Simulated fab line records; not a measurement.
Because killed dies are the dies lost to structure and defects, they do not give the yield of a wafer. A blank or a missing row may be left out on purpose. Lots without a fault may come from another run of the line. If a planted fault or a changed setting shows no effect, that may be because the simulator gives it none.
fab line records    flow n5-finfet
record lots=24  wafers=72  last-day=19
route steps=1938 shown BEOL_M2@902 BEOL_M3@933
lots with no fault: from the same line, run without faults
start-h: hours from the record's first day to the start of the lot's first wafer shown    wait-h: hours from the lot's prior step to this one    " repeats the value in the row above    L1.1+2: a single row standing in for several wafers    - no value present, or no start provided    * or withheld: withheld    < > ~ a bound
route shown NAME@n: names a module that has steps shown in the file, with the first one's number in the route    usual: mean/standard deviation of fault-free wafers    same: alike in all rows    chamber/n: place in a boat    sites: readings site by site    _std_site: how widely they spread, as a standard deviation    _edge_site: outer sites' mean less inner sites'    radius-mm: for every site, how far away it sits from the centre of the wafer    mask NAME#n: copy n    behind: the last tool/chamber to shape the wafer    hold: the reason the lot was held/the length of the hold in hours/how it ended    device: whichever transistor did not switch (one of n, p or np)    end of line: the same wafers' tests at the end of the route    a step without rows: its recipe alone    killed: dies lost to structure and defects at the first sort, not the wafer's yield    map: per-die view of a wafer (x killed, . not killed, _ where there is no die)
set.NAME: the setting as run; set.NAME@STEP: as run at that earlier step    model.NAME: the simulator's own value behind a step, which no gauge read
the route's steps for a sample of lots (tables are steps, rows are wafers)
services: from which hour (start-h, from the record's first day; less than 0 if before it) a tool's chamber was out of use, for how many hours, and why
## steps
# step N5_BEOL_M2_SURFACE_TREAT_85
# recipe gas=Ar  time-s=*  ion-energy-ev=*  ion-current-ma-cm2=0.5  pressure-mtorr=*  ar-flow-sccm=30
# usual pressure-mtorr=*  throttle-valve-pct=*
lot.wafer  tool            chamber  start-h  wait-h  pressure-mtorr  throttle-valve-pct
L074.2     pvd-sputter-01  -        145.04   0.1     *               *
L074.3     "               -        "        "       *               *
L074.6     "               -        "        "       *               *
L076.2     pvd-sputter-03  -        148.24   0.2     *               *
L076.5     "               -        "        "       *               *
L076.6     "               -        "        "       *               *
L075.1     pvd-sputter-03  -        148.96   0.4     *               *
L075.2     "               -        "        "       *               *
L075.5     "               -        "        "       *               *
L077.1     pvd-sputter-01  -        156.92   0.2     *               *
L077.5     "               -        "        "       *               *
L077.6     "               -        "        "       *               *
L078.1     pvd-sputter-03  -        157.30   0.2     *               *
L078.3     "               -        "        "       *               *
L078.6     "               -        "        "       *               *
L079.3     pvd-sputter-02  -        175.99   0.3     *               *
L079.4     "               -        "        "       *               *
L079.6     "               -        "        "       *               *
L080.3     pvd-sputter-01  -        185.46   0.8     *               *
L080.4     "               -        "        "       *               *
L080.5     "               -        "        "       *               *
L081.2     pvd-sputter-03  -        186.82   0.2     *               *
L081.4     "               -        "        "       *               *
L081.5     "               -        "        "       *               *
L082.1     pvd-sputter-02  -        187.15   0.3     *               *
L082.2     "               -        "        "       *               *
L082.5     "               -        "        "       *               *
L083.3     pvd-sputter-01  -        201.16   0.1     *               *
L083.5     "               -        "        "       *               *
L083.6     "               -        "        "       *               *
L085.3     pvd-sputter-02  -        202.94   1.5     *               *
L085.4     "               -        "        "       *               *
L085.5     "               -        "        "       *               *
L084.2     pvd-sputter-02  -        204.48   0.2     *               *
L084.4     "               -        "        "       *               *
L084.6     "               -        "        "       *               *
L087.1     pvd-sputter-02  -        232.01   0.1     *               *
L087.2     "               -        "        "       *               *
L087.3     "               -        "        "       *               *
L086.3     pvd-sputter-03  -        237.44   0.1     *               *
L086.4     "               -        "        "       *               *
L086.6     "               -        "        "       *               *
L089.1     pvd-sputter-02  -        239.91   0.2     *               *
L089.2     "               -        "        "       *               *
L089.3     "               -        "        "       *               *
L088.1     pvd-sputter-01  -        245.27   0.3     *               *
L088.4     "               -        "        "       *               *
L088.6     "               -        "        "       *               *
L090.3     pvd-sputter-01  -        248.53   0.2     *               *
L090.4     "               -        "        "       *               *
L090.6     "               -        "        "       *               *
L094.2     pvd-sputter-02  -        272.12   0.2     *               *
L094.3     "               -        "        "       *               *
L094.6     "               -        "        "       *               *
L093.1     pvd-sputter-01  -        274.24   0.2     *               *
L093.5     "               -        "        "       *               *
L093.6     "               -        "        "       *               *
L091.2     pvd-sputter-03  -        274.36   0.2     *               *
L091.4     "               -        "        "       *               *
L091.6     "               -        "        "       *               *
L095.2     pvd-sputter-03  -        274.40   0.1     *               *
L095.3     "               -        "        "       *               *
L095.4     "               -        "        "       *               *
L092.4     pvd-sputter-03  -        276.44   1.8     *               *
L092.5     "               -        "        "       *               *
L092.6     "               -        "        "       *               *
L096.1     pvd-sputter-03  -        278.32   3.4     *               *
L096.3     "               -        "        "       *               *
L096.5     "               -        "        "       *               *
L097.1     pvd-sputter-03  -        298.06   0.2     *               *
L097.2     "               -        "        "       *               *
L097.3     "               -        "        "       *               *
# step N5_BEOL_M2_SPUTTER_88
# recipe material=Cu  target-thk-a=45  temp-c=-20  chamber-pressure-pa=0.07  power-w=withheld  time-s=8.29
# usual chuck-gas-flow-sccm=1.26/0.049  substrate-temp-c=-20.00/0.11  throttle-valve-pct=30.3/1.2
lot.wafer  tool            chamber  start-h  wait-h  chuck-gas-flow-sccm  substrate-temp-c  throttle-valve-pct
L074.2     pvd-sputter-01  -        146.14   0.1     1.28                 -20.10            30.0
L074.3     "               -        "        "       1.28                 -20.12            31.1
L074.6     "               -        "        "       1.28                 -20.01            29.8
L076.2     pvd-sputter-01  -        149.36   0.1     1.22                 -19.92            30.9
L076.5     "               -        "        "       1.32                 -19.97            31.3
L076.6     "               -        "        "       1.28                 -20.13            30.1
L075.1     pvd-sputter-02  -        151.17   0.1     1.22                 -20.24            29.0
L075.2     "               -        "        "       1.14                 -19.94            29.8
L075.5     "               -        "        "       1.30                 -20.15            28.8
L077.1     pvd-sputter-02  -        158.18   0.1     1.25                 -19.91            29.3
L077.5     "               -        "        "       1.22                 -19.82            28.9
L077.6     "               -        "        "       1.26                 -19.88            28.6
L078.1     pvd-sputter-03  -        158.48   0.1     1.31                 -20.03            30.2
L078.3     "               -        "        "       1.30                 -20.11            31.0
L078.6     "               -        "        "       1.29                 -20.07            30.4
L079.3     pvd-sputter-01  -        177.20   0.1     1.25                 -20.01            31.0
L079.4     "               -        "        "       1.30                 -19.87            31.5
L079.6     "               -        "        "       1.23                 -20.15            30.8
L080.3     pvd-sputter-01  -        186.64   0.1     1.23                 -20.05            31.0
L080.4     "               -        "        "       1.33                 -20.09            30.1
L080.5     "               -        "        "       1.30                 -19.91            31.4
L081.2     pvd-sputter-02  -        188.07   0.1     1.21                 -20.05            28.8
L081.4     "               -        "        "       1.14                 -19.85            28.9
L081.5     "               -        "        "       1.32                 -20.04            29.4
L082.1     pvd-sputter-01  -        188.48   0.1     1.23                 -20.27            31.3
L082.2     "               -        "        "       1.25                 -19.83            31.0
L082.5     "               -        "        "       1.26                 -20.10            31.3
L083.3     pvd-sputter-01  -        202.28   0.1     1.17                 -20.06            31.2
L083.5     "               -        "        "       1.34                 -19.95            31.1
L083.6     "               -        "        "       1.34                 -19.98            31.1
L085.3     pvd-sputter-01  -        204.12   0.1     1.24                 -20.30            31.2
L085.4     "               -        "        "       1.28                 -19.88            31.1
L085.5     "               -        "        "       1.25                 -20.06            30.1
L084.2     pvd-sputter-02  -        205.60   0.1     1.16                 -20.05            29.3
L084.4     "               -        "        "       1.24                 -19.93            29.0
L084.6     "               -        "        "       1.23                 -20.17            29.3
L087.1     pvd-sputter-03  -        233.11   0.1     1.20                 -19.87            32.6
L087.2     "               -        "        "       1.30                 -20.06            30.5
L087.3     "               -        "        "       1.28                 -20.05            29.4
L086.3     pvd-sputter-03  -        238.56   0.1     1.33                 -20.04            30.3
L086.4     "               -        "        "       1.30                 -20.03            29.4
L086.6     "               -        "        "       1.25                 -20.01            33.0
L089.1     pvd-sputter-02  -        241.04   0.1     1.14                 -20.01            29.2
L089.2     "               -        "        "       1.14                 -20.00            28.6
L089.3     "               -        "        "       1.30                 -20.17            29.5
L088.1     pvd-sputter-01  -        246.45   0.1     1.32                 -19.99            29.8
L088.4     "               -        "        "       1.24                 -19.96            31.2
L088.6     "               -        "        "       1.25                 -19.88            31.1
L090.3     pvd-sputter-02  -        249.73   0.1     1.20                 -20.05            29.0
L090.4     "               -        "        "       1.21                 -20.05            28.6
L090.6     "               -        "        "       1.28                 -20.13            29.4
L094.2     pvd-sputter-02  -        273.52   0.1     1.27                 -19.95            28.8
L094.3     "               -        "        "       1.35                 -20.06            29.0
L094.6     "               -        "        "       1.24                 -19.91            28.7
L091.2     pvd-sputter-03  -        275.48   0.1     1.21                 -20.08            31.0
L091.4     "               -        "        "       1.26                 -20.14            29.9
L091.6     "               -        "        "       1.23                 -19.88            30.6
L095.2     pvd-sputter-03  -        277.36   0.1     1.34                 -20.17            32.6
L095.3     "               -        "        "       1.25                 -19.87            31.1
L095.4     "               -        "        "       1.26                 -20.10            30.4
L093.1     pvd-sputter-02  -        277.81   0.1     1.17                 -19.97            29.1
L093.5     "               -        "        "       1.34                 -19.89            28.8
L093.6     "               -        "        "       1.22                 -20.02            29.4
L092.4     pvd-sputter-03  -        279.24   0.1     1.25                 -19.75            29.8
L092.5     "               -        "        "       1.24                 -19.89            32.7
L092.6     "               -        "        "       1.24                 -19.98            29.5
L096.1     pvd-sputter-02  -        280.33   0.1     1.25                 -19.95            29.5
L096.3     "               -        "        "       1.23                 -19.91            29.2
L096.5     "               -        "        "       1.31                 -20.03            29.3
L097.1     pvd-sputter-03  -        299.16   0.1     1.25                 -19.98            32.8
L097.2     "               -        "        "       1.24                 -20.08            29.3
L097.3     "               -        "        "       1.30                 -19.89            30.4
# step N5_BEOL_M2_SPUTTER_90
# recipe material=Cu  target-thk-a=45  temp-c=-20  chamber-pressure-pa=0.07  power-w=withheld  time-s=8.29
# usual chuck-gas-flow-sccm=1.25/0.046  substrate-temp-c=-20.00/0.11  throttle-valve-pct=30.3/1.2
lot.wafer  tool            chamber  start-h  wait-h  chuck-gas-flow-sccm  substrate-temp-c  throttle-valve-pct
L074.2     pvd-sputter-01  -        146.36   0.1     1.33                 -20.14            29.7
L074.3     "               -        "        "       1.21                 -19.89            30.9
L074.6     "               -        "        "       1.18                 -20.21            29.9
L076.2     pvd-sputter-01  -        149.58   0.1     1.30                 -19.79            31.1
L076.5     "               -        "        "       1.19                 -19.88            31.1
L076.6     "               -        "        "       1.25                 -19.83            29.9
L075.1     pvd-sputter-02  -        151.39   0.1     1.22                 -20.02            29.0
L075.2     "               -        "        "       1.19                 -20.04            29.4
L075.5     "               -        "        "       1.25                 -19.89            29.0
L077.1     pvd-sputter-02  -        158.40   0.1     1.24                 -20.04            28.9
L077.5     "               -        "        "       1.35                 -19.99            29.3
L077.6     "               -        "        "       1.28                 -20.02            28.8
L078.1     pvd-sputter-03  -        158.70   0.1     1.25                 -19.96            30.2
L078.3     "               -        "        "       1.25                 -20.07            31.3
L078.6     "               -        "        "       1.36                 -20.07            30.4
L079.3     pvd-sputter-01  -        177.42   0.1     1.20                 -19.67            31.3
L079.4     "               -        "        "       1.24                 -20.08            30.9
L079.6     "               -        "        "       1.21                 -20.01            31.3
L080.3     pvd-sputter-01  -        186.86   0.1     1.21                 -20.19            31.2
L080.4     "               -        "        "       1.29                 -19.93            30.1
L080.5     "               -        "        "       1.25                 -20.04            31.3
L081.2     pvd-sputter-02  -        188.29   0.1     1.24                 -20.13            28.8
L081.4     "               -        "        "       1.12                 -20.15            29.3
L081.5     "               -        "        "       1.22                 -19.92            29.6
L082.1     pvd-sputter-01  -        188.70   0.1     1.30                 -19.94            31.4
L082.2     "               -        "        "       1.21                 -20.06            31.3
L082.5     "               -        "        "       1.29                 -20.04            30.9
L083.3     pvd-sputter-01  -        202.50   0.1     1.27                 -19.95            31.2
L083.5     "               -        "        "       1.30                 -19.84            30.9
L083.6     "               -        "        "       1.35                 -20.13            31.5
L085.3     pvd-sputter-01  -        204.34   0.1     1.26                 -20.06            31.1
L085.4     "               -        "        "       1.26                 -20.19            31.2
L085.5     "               -        "        "       1.29                 -20.08            29.8
L084.2     pvd-sputter-02  -        205.82   0.1     1.23                 -19.89            29.4
L084.4     "               -        "        "       1.31                 -19.95            29.4
L084.6     "               -        "        "       1.23                 -19.91            29.6
L087.1     pvd-sputter-03  -        233.33   0.1     1.24                 -19.97            32.7
L087.2     "               -        "        "       1.17                 -19.98            30.4
L087.3     "               -        "        "       1.25                 -20.01            29.6
L086.3     pvd-sputter-03  -        238.78   0.1     1.23                 -20.27            30.5
L086.4     "               -        "        "       1.29                 -19.94            29.7
L086.6     "               -        "        "       1.28                 -20.16            32.9
L089.1     pvd-sputter-02  -        241.26   0.1     1.30                 -19.95            28.9
L089.2     "               -        "        "       1.26                 -19.93            28.3
L089.3     "               -        "        "       1.24                 -19.97            29.4
L088.1     pvd-sputter-01  -        246.67   0.1     1.30                 -19.84            30.0
L088.4     "               -        "        "       1.18                 -20.02            31.3
L088.6     "               -        "        "       1.24                 -20.04            30.9
L090.3     pvd-sputter-02  -        249.95   0.1     1.26                 -20.12            29.2
L090.4     "               -        "        "       1.25                 -19.94            28.8
L090.6     "               -        "        "       1.29                 -19.99            29.5
L094.2     pvd-sputter-02  -        273.74   0.1     1.22                 -19.96            29.1
L094.3     "               -        "        "       1.31                 -19.90            29.2
L094.6     "               -        "        "       1.20                 -19.87            29.1
L091.2     pvd-sputter-03  -        275.70   0.1     1.21                 -19.85            31.1
L091.4     "               -        "        "       1.23                 -20.00            29.5
L091.6     "               -        "        "       1.23                 -19.99            31.0
L095.2     pvd-sputter-03  -        277.58   0.1     1.27                 -19.93            32.7
L095.3     "               -        "        "       1.37                 -20.07            31.1
L095.4     "               -        "        "       1.21                 -19.91            30.6
L093.1     pvd-sputter-02  -        278.03   0.1     1.23                 -19.94            29.1
L093.5     "               -        "        "       1.28                 -19.95            28.8
L093.6     "               -        "        "       1.26                 -19.84            29.4
L092.4     pvd-sputter-03  -        279.46   0.1     1.29                 -19.94            29.4
L092.5     "               -        "        "       1.24                 -19.86            32.8
L092.6     "               -        "        "       1.24                 -20.05            29.4
L096.1     pvd-sputter-02  -        280.55   0.1     1.17                 -20.03            29.6
L096.3     "               -        "        "       1.23                 -20.14            29.6
L096.5     "               -        "        "       1.22                 -20.08            29.5
L097.1     pvd-sputter-03  -        299.38   0.1     1.23                 -19.68            32.8
L097.2     "               -        "        "       1.26                 -19.90            29.5
L097.3     "               -        "        "       1.25                 -20.18            30.3
# step N5_BEOL_M2_SPUTTER_94
# recipe material=Cu  target-thk-a=45  temp-c=-20  chamber-pressure-pa=0.07  power-w=withheld  time-s=8.29
# usual chuck-gas-flow-sccm=1.26/0.048  substrate-temp-c=-20.01/0.11  throttle-valve-pct=30.3/1.2
lot.wafer  tool            chamber  start-h  wait-h  chuck-gas-flow-sccm  substrate-temp-c  throttle-valve-pct
L074.2     pvd-sputter-01  -        146.80   0.1     1.33                 -20.10            30.1
L074.3     "               -        "        "       1.29                 -20.11            31.0
L074.6     "               -        "        "       1.30                 -20.14            30.0
L076.2     pvd-sputter-01  -        150.02   0.1     1.22                 -20.08            31.3
L076.5     "               -        "        "       1.29                 -20.03            31.3
L076.6     "               -        "        "       1.24                 -20.24            30.1
L075.1     pvd-sputter-02  -        151.83   0.1     1.25                 -19.98            29.1
L075.2     "               -        "        "       1.25                 -20.09            29.4
L075.5     "               -        "        "       1.17                 -20.02            29.0
L077.1     pvd-sputter-02  -        158.84   0.1     1.28                 -19.98            29.0
L077.5     "               -        "        "       1.26                 -19.92            28.9
L077.6     "               -        "        "       1.20                 -20.02            28.6
L078.1     pvd-sputter-03  -        159.58   0.1     1.30                 -19.92            30.1
L078.3     "               -        "        "       1.25                 -19.93            31.0
L078.6     "               -        "        "       1.22                 -19.92            30.3
L079.3     pvd-sputter-01  -        177.86   0.1     1.26                 -19.87            31.3
L079.4     "               -        "        "       1.20                 -20.08            31.3
L079.6     "               -        "        "       1.27                 -19.92            31.2
L080.3     pvd-sputter-01  -        187.30   0.1     1.24                 -20.14            31.1
L080.4     "               -        "        "       1.30                 -20.11            30.1
L080.5     "               -        "        "       1.27                 -20.00            31.2
L081.2     pvd-sputter-02  -        188.73   0.1     1.38                 -20.03            28.7
L081.4     "               -        "        "       1.26                 -19.84            29.3
L081.5     "               -        "        "       1.25                 -20.21            29.4
L082.1     pvd-sputter-01  -        189.14   0.1     1.25                 -19.84            31.5
L082.2     "               -        "        "       1.27                 -20.16            31.1
L082.5     "               -        "        "       1.24                 -20.09            31.2
L083.3     pvd-sputter-01  -        202.94   0.1     1.25                 -19.92            30.9
L083.5     "               -        "        "       1.26                 -19.76            31.3
L083.6     "               -        "        "       1.15                 -20.11            31.6
L085.3     pvd-sputter-01  -        204.78   0.1     1.24                 -19.91            31.2
L085.4     "               -        "        "       1.24                 -19.95            31.3
L085.5     "               -        "        "       1.24                 -20.21            30.1
L084.2     pvd-sputter-02  -        206.26   0.1     1.26                 -20.20            29.4
L084.4     "               -        "        "       1.26                 -19.99            29.2
L084.6     "               -        "        "       1.26                 -20.01            29.2
L087.1     pvd-sputter-03  -        233.77   0.1     1.35                 -20.01            32.5
L087.2     "               -        "        "       1.26                 -19.94            30.5
L087.3     "               -        "        "       1.16                 -19.91            29.3
L086.3     pvd-sputter-03  -        239.22   0.1     1.25                 -19.96            30.5
L086.4     "               -        "        "       1.29                 -19.96            29.8
L086.6     "               -        "        "       1.18                 -20.08            32.7
L089.1     pvd-sputter-02  -        241.70   0.1     1.28                 -19.96            28.9
L089.2     "               -        "        "       1.28                 -19.89            28.6
L089.3     "               -        "        "       1.28                 -19.94            29.3
L088.1     pvd-sputter-01  -        247.11   0.1     1.29                 -20.08            30.0
L088.4     "               -        "        "       1.23                 -19.91            31.2
L088.6     "               -        "        "       1.21                 -20.10            31.3
L090.3     pvd-sputter-02  -        250.39   0.1     1.33                 -19.80            29.0
L090.4     "               -        "        "       1.28                 -20.05            28.6
L090.6     "               -        "        "       1.32                 -20.22            29.6
L094.2     pvd-sputter-02  -        274.18   0.1     1.22                 -19.99            28.8
L094.3     "               -        "        "       1.27                 -20.11            29.3
L094.6     "               -        "        "       1.28                 -20.18            28.9
L091.2     pvd-sputter-03  -        276.14   0.1     1.28                 -19.88            31.1
L091.4     "               -        "        "       1.27                 -19.95            29.3
L091.6     "               -        "        "       1.18                 -19.72            31.3
L095.2     pvd-sputter-03  -        278.02   0.1     1.37                 -20.00            32.6
L095.3     "               -        "        "       1.30                 -19.97            31.2
L095.4     "               -        "        "       1.23                 -19.98            30.4
L093.1     pvd-sputter-02  -        278.47   0.1     1.23                 -19.97            29.1
L093.5     "               -        "        "       1.21                 -20.00            28.5
L093.6     "               -        "        "       1.29                 -19.98            29.4
L092.4     pvd-sputter-03  -        279.90   0.1     1.26                 -20.18            29.4
L092.5     "               -        "        "       1.31                 -19.91            32.7
L092.6     "               -        "        "       1.25                 -20.05            29.7
L096.1     pvd-sputter-02  -        280.99   0.1     1.31                 -20.09            29.5
L096.3     "               -        "        "       1.30                 -20.00            29.1
L096.5     "               -        "        "       1.23                 -20.15            29.3
L097.1     pvd-sputter-03  -        299.82   0.1     1.33                 -20.00            32.5
L097.2     "               -        "        "       1.21                 -20.15            29.5
L097.3     "               -        "        "       1.34                 -20.01            30.3
# step N5_BEOL_M3_PECVD_72
# recipe material=SiO2  target-thk-a=160  temp-c=400  precursor=TEOS/O2  pressure-torr=5.5  rf-w=450  teos-flow-sccm=53.8  gas=O2  flow-sccm=3000  time-s=18
# usual heater-power-w=745/100  showerhead-plenum-p-Torr=8.79/0.064  throttle-valve-pct=22.7/0.97
lot.wafer  tool      chamber  start-h  wait-h  heater-power-w  showerhead-plenum-p-Torr  throttle-valve-pct
L074.2     pecvd-02  0        148.54   0.0     655             8.83                      23.8
L074.3     "         1        "        "       885             8.80                      22.5
L074.6     "         2        "        "       595             8.77                      20.8
L076.2     pecvd-01  0        151.46   0.0     812             8.71                      22.9
L076.5     "         2        "        "       561             8.84                      22.0
L076.6     "         0        "        "       797             8.72                      22.7
L075.1     pecvd-04  0        153.29   0.0     865             8.64                      24.8
L075.2     "         2        "        "       752             8.82                      21.9
L075.5     "         0        "        "       875             8.68                      24.8
L077.1     pecvd-02  0        160.30   0.0     645             8.83                      23.6
L077.5     "         1        "        "       824             8.81                      22.5
L077.6     "         2        "        "       609             8.79                      21.4
L078.1     pecvd-01  0        161.32   0.0     835             8.71                      22.6
L078.3     "         1        "        "       716             8.84                      22.4
L078.6     "         2        "        "       601             8.83                      22.2
L079.3     pecvd-01  1        179.29   0.0     754             8.84                      22.3
L079.4     "         1        "        "       769             8.83                      22.5
L079.6     "         0        "        "       830             8.71                      22.7
L080.3     pecvd-01  2        188.76   0.0     673             8.87                      22.1
L080.4     "         2        "        "       650             8.82                      21.9
L080.5     "         0        "        "       728             8.69                      22.8
L081.2     pecvd-04  2        190.16   0.0     791             8.84                      21.8
L081.4     "         2        "        "       766             8.83                      21.8
L081.5     "         0        "        "       872             8.66                      24.9
L082.1     pecvd-04  2        190.59   0.0     770             8.82                      21.8
L082.2     "         1        "        "       834             8.89                      23.6
L082.5     "         1        "        "       815             8.87                      23.5
L083.3     pecvd-02  2        204.52   0.0     678             8.77                      21.2
L083.5     "         0        "        "       555             8.82                      23.7
L083.6     "         1        "        "       764             8.81                      22.5
L085.3     pecvd-02  1        206.22   0.0     793             8.81                      22.3
L085.4     "         2        "        "       656             8.81                      21.5
L085.5     "         1        "        "       765             8.80                      22.4
L084.2     pecvd-01  2        207.70   0.0     632             8.84                      22.2
L084.4     "         2        "        "       624             8.85                      22.2
L084.6     "         1        "        "       862             8.84                      22.3
L087.1     pecvd-01  2        235.55   0.0     682             8.84                      22.4
L087.2     "         0        "        "       789             8.71                      22.7
L087.3     "         0        "        "       809             8.70                      22.9
L086.3     pecvd-04  2        240.85   0.0     773             8.83                      21.6
L086.4     "         1        "        "       846             8.86                      23.3
L086.6     "         2        "        "       779             8.80                      22.0
L089.1     pecvd-02  1        243.13   0.0     809             8.82                      22.2
L089.2     "         0        "        "       543             8.83                      23.8
L089.3     "         2        "        "       628             8.82                      21.1
L088.1     pecvd-02  0        249.02   0.0     557             8.81                      23.8
L088.4     "         1        "        "       731             8.79                      22.7
L088.6     "         0        "        "       569             8.82                      23.8
L090.3     pecvd-04  1        251.90   0.0     831             8.86                      23.4
L090.4     "         0        "        "       924             8.65                      25.1
L090.6     "         2        "        "       782             8.83                      22.0
L094.2     pecvd-01  2        275.61   0.0     699             8.84                      22.7
L094.3     "         1        "        "       786             8.83                      22.2
L094.6     "         1        "        "       836             8.82                      22.4
L091.2     pecvd-01  0        277.58   0.0     852             8.69                      22.8
L091.4     "         2        "        "       656             8.83                      22.3
L091.6     "         0        "        "       861             8.70                      23.0
L095.2     pecvd-01  1        279.46   0.0     783             8.83                      22.6
L095.3     "         2        "        "       692             8.85                      22.1
L095.4     "         0        "        "       760             8.72                      23.1
L093.1     pecvd-01  2        279.90   0.0     656             8.85                      22.4
L093.5     "         2        "        "       663             8.85                      22.3
L093.6     "         1        "        "       757             8.81                      22.2
L092.4     pecvd-04  2        281.36   0.1     713             8.84                      21.8
L092.5     "         1        "        "       768             8.84                      23.4
L092.6     "         0        "        "       830             8.67                      24.9
L096.1     pecvd-01  1        283.07   0.0     734             8.84                      22.3
L096.3     "         0        "        "       781             8.70                      22.7
L096.5     "         0        "        "       814             8.71                      23.0
L097.1     pecvd-02  2        301.25   0.0     641             8.81                      21.4
L097.2     "         1        "        "       760             8.80                      22.4
L097.3     "         0        "        "       618             8.79                      24.1
# step N5_BEOL_M3_OVL_MEAS_12
# recipe points-per-wafer=522
# usual M3_OVL=-0.2/0.62
lot.wafer  tool        chamber  start-h  wait-h  M3_OVL[nm]
L074.2     overlay-01  0        151.95   0.0     -0.3
L074.3     "           0        "        "       0.3
L074.6     "           0        "        "       0.4
L076.2     overlay-02  0        152.62   0.0     -0.2
L076.5     "           0        "        "       -1.1
L076.6     "           0        "        "       0.6
L075.1     overlay-02  0        156.33   0.0     0.3
L075.2     "           0        "        "       1.4
L075.5     "           0        "        "       -0.4
L077.1     overlay-02  0        161.98   0.0     0.7
L077.5     "           0        "        "       -0.4
L077.6     "           0        "        "       -0.8
L078.1     overlay-01  0        162.32   0.0     -0.2
L078.3     "           0        "        "       -0.3
L078.6     "           0        "        "       -0.8
L079.3     overlay-02  0        180.45   0.0     -0.1
L079.4     "           0        "        "       -0.8
L079.6     "           0        "        "       -0.4
L080.3     overlay-02  0        190.15   0.0     -0.2
L080.4     "           0        "        "       0.7
L080.5     "           0        "        "       0.7
L081.2     overlay-02  0        192.93   0.0     -0.3
L081.4     "           0        "        "       0.4
L081.5     "           0        "        "       1.3
L082.1     overlay-02  0        193.10   0.0     -0.4
L082.2     "           0        "        "       -0.2
L082.5     "           0        "        "       -0.2
L083.3     overlay-01  0        205.14   0.0     -0.4
L083.5     "           0        "        "       0.3
L083.6     "           0        "        "       -0.1
L085.3     overlay-01  0        207.03   0.0     -0.3
L085.4     "           0        "        "       -0.6
L085.5     "           0        "        "       -1.1
L084.2     overlay-02  0        209.91   0.0     -0.1
L084.4     "           0        "        "       -0.6
L084.6     "           0        "        "       0.9
L087.1     overlay-02  0        236.17   0.0     -0.9
L087.2     "           0        "        "       -0.5
L087.3     "           0        "        "       -0.2
L086.3     overlay-02  0        242.90   0.0     -0.6
L086.4     "           0        "        "       -0.7
L086.6     "           0        "        "       -0.7
L089.1     overlay-01  0        244.44   0.0     -0.7
L089.2     "           0        "        "       -0.1
L089.3     "           0        "        "       0.2
L088.1     overlay-02  0        251.26   0.0     -0.3
L088.4     "           0        "        "       0.3
L088.6     "           0        "        "       -0.4
L090.3     overlay-02  0        252.41   0.0     0.2
L090.4     "           0        "        "       0.2
L090.6     "           0        "        "       0.2
L094.2     overlay-01  0        280.83   0.0     -1.2
L094.3     "           0        "        "       -0.8
L094.6     "           0        "        "       -0.6
L091.2     overlay-02  0        281.61   0.0     1.0
L091.4     "           0        "        "       0.9
L091.6     "           0        "        "       0.6
L095.2     overlay-01  0        281.84   0.0     0.6
L095.3     "           0        "        "       0.8
L095.4     "           0        "        "       0.4
L093.1     overlay-01  0        281.99   0.0     0.2
L093.5     "           0        "        "       0.0
L093.6     "           0        "        "       -0.5
L092.4     overlay-02  0        282.87   0.0     -0.1
L092.5     "           0        "        "       0.0
L092.6     "           0        "        "       -0.3
L096.1     overlay-01  0        284.23   0.0     -0.3
L096.3     "           0        "        "       -2.0
L096.5     "           0        "        "       -0.3
L097.1     overlay-02  0        301.90   0.0     -0.6
L097.2     "           0        "        "       0.1
L097.3     "           0        "        "       -0.7
## services
tool            chamber  start-h  hours  kind
pecvd-02        -        127.83   1.1    repair
pecvd-02        -        157.55   0.9    repair
pecvd-04        0        158.87   5.5    scheduled-down
pvd-sputter-02  -        189.66   6.6    repair
pecvd-04        2        221.37   2.1    scheduled-down
pecvd-01        1        223.94   2.1    scheduled-down
pecvd-01        1        231.76   22.7   repair
pecvd-02        -        264.28   5.5    pm
pvd-sputter-03  -        294.50   0.8    repair
## key
fault none
